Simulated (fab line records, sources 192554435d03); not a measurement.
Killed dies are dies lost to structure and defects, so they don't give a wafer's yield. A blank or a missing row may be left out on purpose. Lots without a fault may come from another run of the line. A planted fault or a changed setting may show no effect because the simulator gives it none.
fab line records | flow n5_finfet
record lots=11 wafers=30 last_day=19
route steps=1938 shown BEOL_M15@1804
lots that met no fault: from a run of the same line without faults
start_h: hours from the record's first day to the start of the lot's first wafer shown | wait_h: hours since the lot's step before | " the same as in the row above | L1.1+2: a row that stands for several wafers | - no value, or no start given | * or withheld: withheld | < > ~ a bound
route shown NAME@n: a module of which the file shows steps, and the number in the route of the first | usual: mean/standard deviation of fault-free wafers | same: alike in all rows | chamber/n: place in a boat | sites: the reading at each site | _std_site: their standard deviation | _edge_site: outer sites' mean less inner sites' | radius_mm: how far each site lies from the wafer's centre | mask NAME#n: copy n | behind: the tool/chamber that last shaped the wafer | hold: why the lot was held/for how many hours/how that ended | device: the transistor (n, p or np) that didn't switch | end of line: the same wafers' tests at the end of the route | a step without rows: its recipe alone | killed: dies lost to structure and defects at the first sort, not the wafer's yield | map: a wafer's dies, x killed, . not, _ none there
set.NAME: the setting as run; set.NAME@STEP: as run at that earlier step | model.NAME: the simulator's own value behind a step, which no gauge read
steps of the route over a sample of lots; a table a step, a row a wafer
services: from which hour (start_h, from the record's first day; less than 0 if before it) a tool's chamber was out of use, for how many hours, and why
## steps
# step N5_BEOL_M15_CD_MEAS_28
# recipe target_cd_nm=407.6 landing_energy_ev=500 detector=se_inlens
# usual cd_nm=408.5/2.4
# columns lot.wafer tool chamber start_h wait_h cd_nm
L322.2 cd_sem-02 0 270.66 - 412.5
L322.3 " 0 " " 408.9
L322.5 " 0 " " 411.1
L323.3 cd_sem-01 0 271.49 - 407.7
L323.4 " 0 " " 413.2
L324.1 cd_sem-01 0 326.42 - 407.9
L324.5 " 0 " " 404.1
L324.6 " 0 " " 408.8
L329.1 cd_sem-02 0 335.08 - 407.0
L329.2 " 0 " " 407.3
L329.4 " 0 " " 407.7
L334.1 cd_sem-01 0 361.69 - 403.2
L334.2 " 0 " " 406.1
L334.4 " 0 " " 405.1
L341.1 cd_sem-03 0 400.10 - 404.9
L341.3 " 0 " " 406.6
L338.1 cd_sem-01 0 407.16 - 409.2
L338.2 " 0 " " 408.4
L338.4 " 0 " " 409.1
L342.1 cd_sem-02 0 410.37 - 412.8
L342.2 " 0 " " 404.2
L342.5 " 0 " " 409.3
L343.1 cd_sem-01 0 420.62 - 405.2
L343.5 " 0 " " 407.5
L343.6 " 0 " " 407.7
L344.3 cd_sem-01 0 436.13 - 411.0
L344.5 " 0 " " 409.4
L344.6 " 0 " " 410.2
L345.1 cd_sem-02 0 436.47 - 407.7
L345.4 " 0 " " 407.7
# step N5_BEOL_M15_SPUTTER_44
# recipe material=Ta target_thk_a=150 temp_c=50 bias_v=80 power_w=15000 chamber_pressure_pa=0.07 time_s=24.19
# usual throttle_valve_pct=30.1/1.4
# columns lot.wafer tool chamber start_h wait_h throttle_valve_pct
L322.2 pvd_sputter-03 - 272.29 0.0 29.4
L322.3 " - " " 27.8
L322.5 " - " " 29.0
L323.3 pvd_sputter-02 - 272.40 0.0 28.7
L323.4 " - " " 31.3
L324.1 pvd_sputter-01 - 329.45 0.0 32.5
L324.5 " - " " 32.8
L324.6 " - " " 28.5
L329.1 pvd_sputter-03 - 337.22 0.0 29.5
L329.2 " - " " 29.0
L329.4 " - " " 29.0
L334.1 pvd_sputter-03 - 363.31 0.0 29.1
L334.2 " - " " 28.8
L334.4 " - " " 29.7
L341.1 pvd_sputter-01 - 402.46 0.0 30.8
L341.3 " - " " 30.8
L338.1 pvd_sputter-01 - 410.84 0.0 30.7
L338.2 " - " " 28.4
L338.4 " - " " 32.8
L342.1 pvd_sputter-01 - 412.37 0.0 30.5
L342.2 " - " " 31.0
L342.5 " - " " 32.6
L343.1 pvd_sputter-01 - 422.54 0.0 30.9
L343.5 " - " " 30.6
L343.6 " - " " 33.0
L344.3 pvd_sputter-02 - 443.49 0.0 28.7
L344.5 " - " " 31.1
L344.6 " - " " 30.2
L345.1 pvd_sputter-01 - 443.66 0.0 32.4
L345.4 " - " " 30.6
# step N5_BEOL_M15_SPUTTER_45
# recipe material=Cu target_thk_a=1000 temp_c=-20 bias_v=60 power_w=26000 chamber_pressure_pa=0.13 time_s=16.67
# usual chuck_gas_flow_sccm=1.26/0.054 throttle_valve_pct=30.1/1.5
# columns lot.wafer tool chamber start_h wait_h chuck_gas_flow_sccm throttle_valve_pct
L322.2 pvd_sputter-03 - 272.37 0.0 1.23 29.8
L322.3 " - " " 1.21 28.0
L322.5 " - " " 1.26 29.3
L323.3 pvd_sputter-02 - 272.48 0.0 1.21 28.9
L323.4 " - " " 1.18 31.6
L324.1 pvd_sputter-01 - 329.53 0.0 1.24 32.7
L324.5 " - " " 1.25 32.7
L324.6 " - " " 1.31 28.5
L329.1 pvd_sputter-03 - 337.30 0.0 1.28 29.6
L329.2 " - " " 1.27 28.8
L329.4 " - " " 1.21 29.1
L334.1 pvd_sputter-03 - 363.39 0.0 1.37 29.0
L334.2 " - " " 1.22 28.7
L334.4 " - " " 1.23 29.6
L341.1 pvd_sputter-01 - 402.54 0.0 1.23 30.7
L341.3 " - " " 1.22 31.4
L338.1 pvd_sputter-01 - 410.92 0.0 1.25 30.6
L338.2 " - " " 1.25 28.5
L338.4 " - " " 1.27 32.9
L342.1 pvd_sputter-01 - 412.45 0.0 1.27 30.7
L342.2 " - " " 1.27 31.2
L342.5 " - " " 1.24 33.0
L343.1 pvd_sputter-01 - 422.62 0.0 1.27 31.1
L343.5 " - " " 1.26 31.0
L343.6 " - " " 1.24 32.6
L344.3 pvd_sputter-02 - 443.57 0.0 1.26 28.9
L344.5 " - " " 1.28 31.3
L344.6 " - " " 1.26 30.2
L345.1 pvd_sputter-01 - 443.74 0.0 1.18 32.8
L345.4 " - " " 1.22 30.6
# step N5_BEOL_M15_CMP_49
# recipe stop_on=SiO2 t_overpolish_s=4.9 down_force_psi=2 platen_rpm=80 clearing_platen_down_force_psi=2 clearing_platen_rpm=80 post_cmp_clean=cu_alkaline target_thk_nm=850 clearing_platen_pad_velocity_m_s=1.5917 pad_velocity_m_s=1.5917
# usual barrier_field_endpoint_s=11.3/0.33 motor_current_A=8.2/0.7
# columns lot.wafer tool chamber start_h wait_h barrier_field_endpoint_s motor_current_A
L322.2 cmp-01 1 273.03 0.2 11.9 9.9
L322.3 " 3 " " 11.1 8.3
L322.5 " 2 " " 11.3 9.0
L323.3 cmp-03 1 273.14 0.2 11.2 8.5
L323.4 " 0 " " 11.0 8.5
L324.1 cmp-03 3 330.22 0.3 11.1 7.7
L324.6 " 2 " " 11.3 7.1
L324.5 " 3 " " 11.1 7.7
L329.2 cmp-04 3 338.01 0.2 10.7 7.6
L329.1 " 0 " " 9.2 8.5
L329.4 " 1 " " 11.1 8.5
L334.2 cmp-01 2 364.66 0.2 11.2 8.7
L334.1 " 3 " " 9.1 8.2
L334.4 " 1 " " 11.7 9.1
L341.3 cmp-04 3 403.24 0.2 11.3 7.2
L341.1 " 1 " " 11.1 8.6
L338.2 cmp-03 3 411.86 0.4 11.7 7.7
L338.1 " 0 " " 11.1 8.4
L338.4 " 2 " " 11.5 7.1
L342.2 cmp-01 0 413.82 0.3 11.7 7.8
L342.1 " 2 " " 11.3 8.9
L342.5 " 3 " " 11.3 8.1
L343.1 cmp-01 3 423.31 0.3 11.3 9.0
L343.5 " 2 " " 11.3 8.8
L343.6 " 3 " " 11.3 8.4
L344.3 cmp-03 2 444.48 0.3 11.6 7.2
L344.5 " 3 " " 11.8 7.5
L344.6 " 0 " " 10.8 8.4
L345.1 cmp-01 2 444.69 0.4 11.3 9.0
L345.4 " 3 " " 11.1 8.5
# step N5_BEOL_M15_INSPECT_55
# recipe inspect_instrument=darkfield mode=post_dep
# usual raw_defect_count=80/31
# columns lot.wafer tool chamber start_h wait_h raw_defect_count
L322.2 defect_inspect-02 - 273.48 0.0 63
L322.3 " - " " 83
L322.5 " - " " 92
L323.3 defect_inspect-02 - 273.59 0.0 109
L323.4 " - " " 53
L324.1 defect_inspect-02 - 330.63 0.0 30
L324.5 " - " " 51
L324.6 " - " " 67
L329.1 defect_inspect-02 - 338.42 0.0 111
L329.2 " - " " 107
L329.4 " - " " 130
L334.1 defect_inspect-02 - 365.11 0.0 54
L334.2 " - " " 60
L334.4 " - " " 32
L341.1 defect_inspect-01 - 403.65 0.0 52
L341.3 " - " " 107
L338.1 defect_inspect-02 - 412.31 0.0 163
L338.2 " - " " 79
L338.4 " - " " 103
L342.1 defect_inspect-01 - 414.23 0.0 60
L342.2 " - " " 72
L342.5 " - " " 76
L343.1 defect_inspect-01 - 423.73 0.0 122
L343.5 " - " " 98
L343.6 " - " " 112
L344.3 defect_inspect-02 - 444.82 0.0 62
L344.5 " - " " 75
L344.6 " - " " 46
L345.1 defect_inspect-01 - 445.14 0.0 139
L345.4 " - " " 80
## services
# columns tool chamber start_h hours kind
cmp-04 - 274.33 6.9 pm
cmp-01 - 305.16 2.4 repair
cmp-01 - 350.13 2.1 repair
cmp-04 - 398.73 4.0 pm
cmp-03 - 402.42 5.8 repair
cmp-04 - 402.73 - consumable_replace:conditioner
cmp-04 - 402.73 - consumable_replace:pad
cmp-04 - 412.49 6.0 pm
cmp-01 - 425.52 0.8 repair
cmp-04 - 434.27 13.3 pm
## key
first_sign step=N5_BEOL_M15_CMP_49 reading=barrier_field_endpoint_s direction=down sigmas=6.5 usual=11.3 struck=9.2
effect none on later readings
met_at N5_BEOL_M15_SPUTTER_44
struck_lots L329,L334
struck_wafers L329.1,L334.1
baseline_loss step=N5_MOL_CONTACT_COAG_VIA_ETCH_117 wafers=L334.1
not_acting_at N5_BEOL_M15_CD_MEAS_28,N5_BEOL_M15_SPUTTER_45,N5_BEOL_M15_INSPECT_55
onset_between 272.29 337.22
fault kind=process_parameter_drift tool=pvd_sputter-03 chamber=- onset_h=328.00 steps=N5_BEOL_M15_SPUTTER_44 channel=time_s offset=* shape=step end_h=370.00 scope=struck_wafers_only acts_in=* stated=*
# baseline_loss: these wafers lose ten dies or more at that step, a loss of the line's own and not of a fault; the sort's usual values leave them out
